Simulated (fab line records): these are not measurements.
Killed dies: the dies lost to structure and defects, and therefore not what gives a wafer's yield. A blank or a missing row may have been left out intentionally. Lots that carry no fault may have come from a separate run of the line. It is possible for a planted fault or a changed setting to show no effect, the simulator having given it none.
fab line records + flow nandHarc
record
- lots=14
- wafers=42
- lastDay=23
route steps=1159 shown A_SOURCE_PLATE@420 A_ONON_D1@444 A_CHANNEL_HOLE_D1@462
lots that met no fault: taken from a fault-free run of the same line
startH: start of the lot's first displayed wafer, in hours after the record's first day + waitH: time in hours since the lot's previous step + " unchanged from the row above + L1.1+2: several wafers, shown together as one row + - either no value or no given start + * or withheld: withheld + < > ~ a bound
route shown NAME@n: a module of which the file shows steps, and the number in the route of the first + usual: mean/standard deviation taken from wafers without a fault + same: alike in all rows + chamber/n: place in a boat + sites: readings site by site + _std_site: the standard deviation of these + _edge_site: the outer-site mean with the inner-site mean subtracted + radiusMm: for every site, how far away it sits from the centre of the wafer + mask NAME#n: copy n + behind: the last tool/chamber to shape the wafer + hold: what put the lot on hold/how long, in hours/how the hold closed + device: the n, p or np transistor that did not switch + end of line: the same wafers' tests at the end of the route + a step given without rows: its recipe and nothing more + killed: not the wafer's yield, but the dies lost to structure and defects at the first sort + map: shows each die of a wafer: x if killed, . if not, _ if none is there
set.NAME: the setting that was run; set.NAME@STEP: the one run at that earlier step + model.NAME: the simulator's own value behind a step, which no gauge read
the route's steps for a sample of lots (tables are steps, rows are wafers)
services: from which hour (startH, from the record's first day; less than 0 if before it) a tool's chamber was out of use, for how many hours, and why
## steps
# step NHARC_A_SOURCE_PLATE_THK_MEAS_06
# recipe
- thkMeasGauge=ellipsometry
# usual
- thkNm=200.1/2.1
| lot.wafer | tool         | chamber | startH | waitH | thkNm |
|-----------|--------------|---------|--------|-------|-------|
| L548.1    | filmMetro-01 | -       | 160.26 | 0.4   | 199.6 |
| L548.2    | "            | -       | "      | "     | 197.8 |
| L548.4    | "            | -       | "      | "     | 200.6 |
| L549.1    | filmMetro-02 | -       | 160.26 | 0.4   | 195.4 |
| L549.4    | "            | -       | "      | "     | 197.0 |
| L549.6    | "            | -       | "      | "     | 198.8 |
| L551.4    | filmMetro-01 | -       | 172.75 | 0.4   | 201.4 |
| L551.5    | "            | -       | "      | "     | 202.5 |
| L551.6    | "            | -       | "      | "     | 200.5 |
| L552.2    | filmMetro-01 | -       | 176.71 | 0.4   | 199.2 |
| L552.4    | "            | -       | "      | "     | 198.7 |
| L552.6    | "            | -       | "      | "     | 197.9 |
| L550.1    | filmMetro-01 | -       | 180.10 | 0.4   | 200.9 |
| L550.4    | "            | -       | "      | "     | 203.3 |
| L550.6    | "            | -       | "      | "     | 204.1 |
| L554.3    | filmMetro-02 | -       | 180.10 | 0.4   | 201.8 |
| L554.4    | "            | -       | "      | "     | 198.6 |
| L554.6    | "            | -       | "      | "     | 201.6 |
| L553.3    | filmMetro-02 | -       | 184.52 | 0.4   | 198.0 |
| L553.4    | "            | -       | "      | "     | 197.5 |
| L553.5    | "            | -       | "      | "     | 195.7 |
| L555.1    | filmMetro-02 | -       | 200.08 | 0.4   | 201.5 |
| L555.4    | "            | -       | "      | "     | 202.3 |
| L555.5    | "            | -       | "      | "     | 199.9 |
| L557.3    | filmMetro-02 | -       | 200.10 | 0.4   | 198.4 |
| L557.4    | "            | -       | "      | "     | 198.9 |
| L557.5    | "            | -       | "      | "     | 200.9 |
| L558.1    | filmMetro-01 | -       | 216.05 | 0.4   | 199.2 |
| L558.4    | "            | -       | "      | "     | 201.3 |
| L558.5    | "            | -       | "      | "     | 201.7 |
| L563.1    | filmMetro-01 | -       | 253.09 | 0.4   | 196.4 |
| L563.4    | "            | -       | "      | "     | 198.8 |
| L563.5    | "            | -       | "      | "     | 199.3 |
| L562.2    | filmMetro-01 | -       | 253.09 | 0.4   | 201.8 |
| L562.4    | "            | -       | "      | "     | 201.3 |
| L562.5    | "            | -       | "      | "     | 201.2 |
| L567.3    | filmMetro-02 | -       | 262.22 | 0.4   | 197.0 |
| L567.5    | "            | -       | "      | "     | 200.0 |
| L567.6    | "            | -       | "      | "     | 197.7 |
| L566.3    | filmMetro-01 | -       | 262.23 | 0.4   | 200.7 |
| L566.4    | "            | -       | "      | "     | 200.7 |
| L566.6    | "            | -       | "      | "     | 201.3 |
# step NHARC_A_ONON_D1_DEP_28
# recipe
- targetThkA=10000
- n2FlowSccm=2750
- n2oFlowSccm=2000
- nh3FlowSccm=500
- sih4FlowSccm=210
- tempC=400
# usual
- sih4FlowSccm=210.1/0.49
| lot.wafer | tool         | chamber | startH | waitH | sih4FlowSccm |
|-----------|--------------|---------|--------|-------|--------------|
| L549.1    | pecvdOnon-02 | 0       | 172.99 | 0.1   | 210.7        |
| L549.4    | "            | 0       | "      | "     | 210.0        |
| L549.6    | "            | 0       | "      | "     | 209.8        |
| L548.1    | pecvdOnon-03 | 0       | 173.01 | 0.1   | 210.2        |
| L548.2    | "            | 0       | "      | "     | 210.1        |
| L548.4    | "            | 0       | "      | "     | 209.8        |
| L551.4    | pecvdOnon-02 | 0       | 185.71 | 0.2   | 209.7        |
| L551.5    | "            | 0       | "      | "     | 209.6        |
| L551.6    | "            | 0       | "      | "     | 209.8        |
| L552.2    | pecvdOnon-04 | 0       | 188.53 | 0.1   | 209.6        |
| L552.4    | "            | 0       | "      | "     | 210.0        |
| L552.6    | "            | 0       | "      | "     | 210.1        |
| L550.1    | pecvdOnon-04 | 0       | 191.88 | 0.1   | 210.3        |
| L550.4    | "            | 0       | "      | "     | 210.4        |
| L550.6    | "            | 0       | "      | "     | 209.7        |
| L554.3    | pecvdOnon-02 | 0       | 191.98 | 0.2   | 210.1        |
| L554.4    | "            | 0       | "      | "     | 210.5        |
| L554.6    | "            | 0       | "      | "     | 211.2        |
| L553.3    | pecvdOnon-02 | 0       | 196.49 | 0.2   | 210.4        |
| L553.4    | "            | 0       | "      | "     | 209.3        |
| L553.5    | "            | 0       | "      | "     | 210.1        |
| L555.1    | pecvdOnon-03 | 0       | 211.85 | 0.1   | 210.4        |
| L555.4    | "            | 0       | "      | "     | 210.1        |
| L555.5    | "            | 0       | "      | "     | 210.1        |
| L557.3    | pecvdOnon-04 | 0       | 212.01 | 0.2   | 210.3        |
| L557.4    | "            | 0       | "      | "     | 210.7        |
| L557.5    | "            | 0       | "      | "     | 209.1        |
| L558.1    | pecvdOnon-04 | 0       | 231.00 | 0.1   | 210.3        |
| L558.4    | "            | 0       | "      | "     | 210.4        |
| L558.5    | "            | 0       | "      | "     | 209.9        |
| L563.1    | pecvdOnon-03 | 0       | 268.38 | 0.1   | 209.6        |
| L563.4    | "            | 0       | "      | "     | 209.9        |
| L563.5    | "            | 0       | "      | "     | 209.4        |
| L562.2    | pecvdOnon-02 | 0       | 268.44 | 0.1   | 210.6        |
| L562.4    | "            | 0       | "      | "     | 209.7        |
| L562.5    | "            | 0       | "      | "     | 210.2        |
| L567.3    | pecvdOnon-02 | 0       | 276.18 | 0.2   | 209.5        |
| L567.5    | "            | 0       | "      | "     | 209.7        |
| L567.6    | "            | 0       | "      | "     | 210.2        |
| L566.3    | pecvdOnon-04 | 0       | 276.20 | 0.2   | 209.9        |
| L566.4    | "            | 0       | "      | "     | 210.8        |
| L566.6    | "            | 0       | "      | "     | 210.6        |
# step NHARC_A_ONON_D1_THK_MEAS_30
# recipe
- thkMeasGauge=ellipsometry
# usual
- thkNm=999/10
| lot.wafer | tool         | chamber | startH | waitH | thkNm |
|-----------|--------------|---------|--------|-------|-------|
| L549.1    | filmMetro-01 | -       | 173.50 | -     | 1018  |
| L549.4    | "            | -       | "      | "     | 1018  |
| L549.6    | "            | -       | "      | "     | 1018  |
| L548.1    | filmMetro-02 | -       | 173.52 | -     | 999   |
| L548.2    | "            | -       | "      | "     | 999   |
| L548.4    | "            | -       | "      | "     | 1000  |
| L551.4    | filmMetro-02 | -       | 186.05 | -     | 998   |
| L551.5    | "            | -       | "      | "     | 1000  |
| L551.6    | "            | -       | "      | "     | 999   |
| L552.2    | filmMetro-02 | -       | 188.98 | -     | 1002  |
| L552.4    | "            | -       | "      | "     | 1000  |
| L552.6    | "            | -       | "      | "     | 1001  |
| L554.3    | filmMetro-02 | -       | 192.38 | -     | 986   |
| L554.4    | "            | -       | "      | "     | 989   |
| L554.6    | "            | -       | "      | "     | 988   |
| L550.1    | filmMetro-01 | -       | 192.39 | -     | 1003  |
| L550.4    | "            | -       | "      | "     | 1004  |
| L550.6    | "            | -       | "      | "     | 1003  |
| L553.3    | filmMetro-01 | -       | 196.88 | -     | 992   |
| L553.4    | "            | -       | "      | "     | 992   |
| L553.5    | "            | -       | "      | "     | 992   |
| L555.1    | filmMetro-02 | -       | 212.35 | -     | 1003  |
| L555.4    | "            | -       | "      | "     | 1000  |
| L555.5    | "            | -       | "      | "     | 1002  |
| L557.3    | filmMetro-01 | -       | 212.43 | -     | 1018  |
| L557.4    | "            | -       | "      | "     | 1019  |
| L557.5    | "            | -       | "      | "     | 1019  |
| L558.1    | filmMetro-02 | -       | 231.52 | -     | 1010  |
| L558.4    | "            | -       | "      | "     | 1008  |
| L558.5    | "            | -       | "      | "     | 1009  |
| L562.2    | filmMetro-01 | -       | 268.89 | -     | 952   |
| L562.4    | "            | -       | "      | "     | 954   |
| L562.5    | "            | -       | "      | "     | 951   |
| L563.1    | filmMetro-02 | -       | 268.89 | -     | 1012  |
| L563.4    | "            | -       | "      | "     | 1014  |
| L563.5    | "            | -       | "      | "     | 1013  |
| L567.3    | filmMetro-01 | -       | 276.58 | -     | 963   |
| L567.5    | "            | -       | "      | "     | 963   |
| L567.6    | "            | -       | "      | "     | 962   |
| L566.3    | filmMetro-01 | -       | 276.60 | -     | 987   |
| L566.4    | "            | -       | "      | "     | 988   |
| L566.6    | "            | -       | "      | "     | 988   |
# step NHARC_A_ONON_D1_DEP_33
# recipe
- targetThkA=2000
- tempC=400
- pressureTorr=6.5
- rfW=900
- teosFlowSccm=161.4
- flowSccm=2650
- targetThkNm=200
- gas=O2
- material=SiO2
# usual
- heaterPowerW=519/70
- mfcPrecursorSccm=161.5/0.48
- throttleValvePct=16.0/0.57
| lot.wafer | tool     | chamber | startH | waitH | heaterPowerW | mfcPrecursorSccm | throttleValvePct |
|-----------|----------|---------|--------|-------|--------------|------------------|------------------|
| L548.2    | pecvd-04 | 1       | 173.58 | 0.1   | 585          | 162.6            | 15.6             |
| L548.1    | "        | 0       | "      | "     | 495          | 162.0            | 15.8             |
| L548.4    | "        | 1       | "      | "     | 587          | 161.2            | 15.8             |
| L549.1    | pecvd-02 | 1       | 173.61 | 0.1   | 502          | 162.1            | 16.1             |
| L549.6    | "        | 1       | "      | "     | 521          | 161.0            | 16.4             |
| L549.4    | "        | 2       | "      | "     | 448          | 160.8            | 16.2             |
| L551.6    | pecvd-04 | 0       | 186.25 | 0.2   | 526          | 161.7            | 15.9             |
| L551.5    | "        | 1       | "      | "     | 559          | 161.0            | 16.0             |
| L551.4    | "        | 2       | "      | "     | 466          | 161.8            | 16.7             |
| L552.2    | pecvd-01 | 0       | 189.13 | 0.1   | 638          | 161.4            | 14.8             |
| L552.4    | "        | 2       | "      | "     | 657          | 160.8            | 15.5             |
| L552.6    | "        | 0       | "      | "     | 477          | 161.4            | 14.9             |
| L554.3    | pecvd-02 | 1       | 192.43 | 0.1   | 433          | 161.6            | 16.0             |
| L554.6    | "        | 2       | "      | "     | 485          | 161.8            | 15.8             |
| L554.4    | "        | 0       | "      | "     | 489          | 161.6            | 16.0             |
| L550.1    | pecvd-01 | 2       | 192.54 | 0.1   | 573          | 161.0            | 15.7             |
| L550.6    | "        | 1       | "      | "     | 637          | 161.4            | 16.2             |
| L550.4    | "        | 2       | "      | "     | 587          | 160.9            | 15.7             |
| L553.3    | pecvd-01 | 1       | 197.02 | 0.1   | 632          | 161.7            | 16.5             |
| L553.4    | "        | 2       | "      | "     | 597          | 161.6            | 15.5             |
| L553.5    | "        | 0       | "      | "     | 473          | 161.2            | 14.6             |
| L555.1    | pecvd-04 | 0       | 212.41 | 0.1   | 485          | 160.7            | 15.9             |
| L555.4    | "        | 0       | "      | "     | 501          | 161.4            | 16.0             |
| L555.5    | "        | 1       | "      | "     | 465          | 162.6            | 16.0             |
| L557.3    | pecvd-01 | 0       | 212.48 | 0.1   | 650          | 160.9            | 14.8             |
| L557.5    | "        | 0       | "      | "     | 480          | 161.3            | 14.8             |
| L557.4    | "        | 1       | "      | "     | 540          | 161.4            | 16.3             |
| L558.1    | pecvd-02 | 1       | 231.62 | 0.1   | 523          | 161.6            | 16.4             |
| L558.5    | "        | 1       | "      | "     | 524          | 161.0            | 16.3             |
| L558.4    | "        | 2       | "      | "     | 517          | 160.7            | 16.4             |
| L562.2    | pecvd-02 | 2       | 268.94 | 0.1   | 449          | 162.0            | 16.1             |
| L562.5    | "        | 2       | "      | "     | 452          | 162.0            | 16.1             |
| L562.4    | "        | 0       | "      | "     | 532          | 161.6            | 15.7             |
| L563.1    | pecvd-01 | 1       | 269.00 | 0.1   | 618          | 161.5            | 15.7             |
| L563.5    | "        | 1       | "      | "     | 637          | 161.8            | 15.8             |
| L563.4    | "        | 2       | "      | "     | 630          | 162.4            | 15.1             |
| L567.3    | pecvd-04 | 0       | 276.77 | 0.2   | 535          | 161.8            | 15.8             |
| L567.6    | "        | 2       | "      | "     | 459          | 161.6            | 16.8             |
| L567.5    | "        | 0       | "      | "     | 552          | 161.8            | 15.6             |
| L566.3    | pecvd-04 | 0       | 277.00 | 0.4   | 408          | 161.5            | 15.7             |
| L566.4    | "        | 2       | "      | "     | 535          | 162.0            | 16.8             |
| L566.6    | "        | 0       | "      | "     | 410          | 161.1            | 16.0             |
# step NHARC_A_CHANNEL_HOLE_D1_CD_MEAS_10
# recipe
- targetCdNm=100
- landingEnergyEv=500
# usual
- cdNm=100.0/0.53
| lot.wafer | tool     | chamber | startH | waitH | cdNm  |
|-----------|----------|---------|--------|-------|-------|
| L549.1    | cdSem-03 | 0       | 180.21 | -     | 100.0 |
| L549.4    | "        | 0       | "      | "     | 99.7  |
| L549.6    | "        | 0       | "      | "     | 99.2  |
| L548.1    | cdSem-03 | 0       | 181.27 | -     | 100.5 |
| L548.2    | "        | 0       | "      | "     | 100.4 |
| L548.4    | "        | 0       | "      | "     | 99.6  |
| L551.4    | cdSem-03 | 0       | 189.18 | -     | 100.3 |
| L551.5    | "        | 0       | "      | "     | 99.4  |
| L551.6    | "        | 0       | "      | "     | 100.1 |
| L552.2    | cdSem-03 | 0       | 192.38 | -     | 100.6 |
| L552.4    | "        | 0       | "      | "     | 99.5  |
| L552.6    | "        | 0       | "      | "     | 100.1 |
| L550.1    | cdSem-03 | 0       | 195.84 | -     | 99.9  |
| L550.4    | "        | 0       | "      | "     | 100.4 |
| L550.6    | "        | 0       | "      | "     | 99.4  |
| L554.3    | cdSem-01 | 0       | 196.69 | -     | 100.0 |
| L554.4    | "        | 0       | "      | "     | 99.9  |
| L554.6    | "        | 0       | "      | "     | 100.4 |
| L553.3    | cdSem-01 | 0       | 200.03 | -     | 99.1  |
| L553.4    | "        | 0       | "      | "     | 99.2  |
| L553.5    | "        | 0       | "      | "     | 99.9  |
| L555.1    | cdSem-02 | 0       | 215.49 | -     | 99.6  |
| L555.4    | "        | 0       | "      | "     | 100.1 |
| L555.5    | "        | 0       | "      | "     | 99.9  |
| L557.3    | cdSem-01 | 0       | 215.67 | -     | 100.1 |
| L557.4    | "        | 0       | "      | "     | 100.1 |
| L557.5    | "        | 0       | "      | "     | 99.7  |
| L558.1    | cdSem-03 | 0       | 237.48 | -     | 100.5 |
| L558.4    | "        | 0       | "      | "     | 99.9  |
| L558.5    | "        | 0       | "      | "     | 100.7 |
| L563.1    | cdSem-01 | 0       | 272.15 | -     | 100.8 |
| L563.4    | "        | 0       | "      | "     | 100.2 |
| L563.5    | "        | 0       | "      | "     | 100.7 |
| L562.2    | cdSem-01 | 0       | 272.46 | -     | 99.4  |
| L562.4    | "        | 0       | "      | "     | 99.3  |
| L562.5    | "        | 0       | "      | "     | 100.8 |
| L567.3    | cdSem-03 | 0       | 281.33 | -     | 100.1 |
| L567.5    | "        | 0       | "      | "     | 99.6  |
| L567.6    | "        | 0       | "      | "     | 100.3 |
| L566.3    | cdSem-03 | 0       | 282.74 | -     | 100.0 |
| L566.4    | "        | 0       | "      | "     | 100.2 |
| L566.6    | "        | 0       | "      | "     | 99.8  |
## services
| tool         | chamber | startH | hours | kind      |
|--------------|---------|--------|-------|-----------|
| pecvdOnon-03 | -       | 153.12 | 13.0  | pm        |
| pecvd-02     | -       | 153.15 | 13.0  | pm        |
| pecvd-02     | 0       | 153.15 | 13.0  | ventCycle |
| pecvd-02     | 1       | 153.15 | 13.0  | ventCycle |
| pecvd-02     | 2       | 153.15 | 13.0  | ventCycle |
| pecvd-02     | 0       | 166.15 | -     | clean     |
| pecvd-02     | 1       | 166.15 | -     | clean     |
| pecvd-01     | 0       | 176.50 | 5.0   | repair    |
| pecvd-01     | -       | 179.90 | 1.5   | repair    |
| pecvd-04     | -       | 195.11 | 13.0  | pm        |
| pecvd-04     | 0       | 195.11 | 13.0  | ventCycle |
| pecvd-04     | 1       | 195.11 | 13.0  | ventCycle |
| pecvd-04     | 2       | 195.11 | 13.0  | ventCycle |
| pecvd-04     | 0       | 208.11 | -     | clean     |
| pecvd-04     | 1       | 208.11 | -     | clean     |
| pecvd-04     | 2       | 208.11 | -     | clean     |
| pecvdOnon-04 | -       | 237.00 | 13.0  | pm        |
| pecvd-01     | -       | 237.47 | 13.0  | pm        |
| pecvd-01     | 0       | 237.47 | 13.0  | ventCycle |
| pecvd-01     | 1       | 237.47 | 13.0  | ventCycle |
| pecvd-01     | 2       | 237.47 | 13.0  | ventCycle |
| pecvd-01     | 0       | 250.47 | -     | clean     |
| pecvd-01     | 1       | 250.47 | -     | clean     |
| pecvd-01     | 2       | 250.47 | -     | clean     |
## key
firstSign
- step=NHARC_A_ONON_D1_THK_MEAS_30
- reading=thkNm
- direction=down
- sigmas=4
- usual=999
- struck=957
effect none on later readings
metAt NHARC_A_ONON_D1_DEP_28
struckLots L562,L567
sortLeftOut L562.2,L562.4,L562.5,L567.3,L567.5,L567.6
testerLeftOut L562,L567
notActingAt NHARC_A_SOURCE_PLATE_THK_MEAS_06,NHARC_A_ONON_D1_DEP_33,NHARC_A_CHANNEL_HOLE_D1_CD_MEAS_10
onsetBetween 196.49 268.44
fault
- kind=processParameterDrift
- tool=pecvdOnon-02
- chamber=-
- onsetH=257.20
- steps=NHARC_A_ONON_D1_DEP_28
- channel=targetThkA
- offset=*
- shape=step
- endH=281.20
- actsIn=*
- stated=*
# testerLeftOut: of these lots the tester's yield and bins aren't shown, on N5 and GAA mostly nor the transistor test; their killed dies are dies lost to structure and defects alone, not to doping, threshold or leakage, so they don't give the yield
# sortLeftOut: the simulated sort isn't trusted on such a fault, so these wafers' sort isn't shown, and their yield isn't known
